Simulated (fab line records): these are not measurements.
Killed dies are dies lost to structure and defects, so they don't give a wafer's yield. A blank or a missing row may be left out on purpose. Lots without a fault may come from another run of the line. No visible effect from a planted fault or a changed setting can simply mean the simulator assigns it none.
Chamber matching	flow n5-finfet	4 sister chambers for N5_BEOL_M1_ETCH_74 on rie-diel-05
The step etches underlayer in N2/H2, target depth 6.5 nm, time 5.2 s. 8 wafers are shown with their chamber, then 10 later ones without.

== EACH WAFER AND ITS CHAMBER ==
wafer	chamber	drypump-motor-current-A (A)	throttle-valve-pct (%)
L084.3	1	5.5	18.32
L088.4	3	6.1	17.92
L088.6	0	5.5	18.13
L090.2	3	6.1	17.89
L090.4	2	5.7	17.75
L090.6	0	5.6	18.13
L091.3	2	5.7	17.73
L091.4	1	5.5	18.35

== WAFERS MISSING THEIR CHAMBER ==
wafer	drypump-motor-current-A (A)	throttle-valve-pct (%)
L091.6	5.7	17.72
L092.1	5.5	18.11
L092.3	5.7	17.74
L092.4	5.5	18.33
L094.1	6.1	17.90
L094.4	5.7	17.74
L094.6	6.1	17.93
L097.2	5.5	18.14
L097.5	5.7	17.75
L097.6	5.5	18.37

== EACH ONE'S CHAMBER ==
wafer	from the rows above	in truth
L091.6	2	2
L092.1	0	0
L092.3	2	2
L092.4	1	1
L094.1	3	3
L094.4	2	2
L094.6	3	3
L097.2	0	0
L097.5	2	2
L097.6	1	1
Placed correctly: 10 of 10. Can't be placed from these rows: 0. Wrongly placed: 0.
How it was worked out, from the rows above alone: a wafer's distance from a chamber is the root of the sum, over the readings, of the square of ((its reading less the chamber's mean) divided by the reading's scatter). If the next closest chamber is less than 2 further off than the closest, the wafer can't be placed; otherwise it belongs to the closest. Each chamber's mean is taken over the wafers shown for it. How the scatter is found: for the shown wafers, subtract from each reading the mean of its chamber, square and add these, divide the total by (wafers less chambers), then take the root.
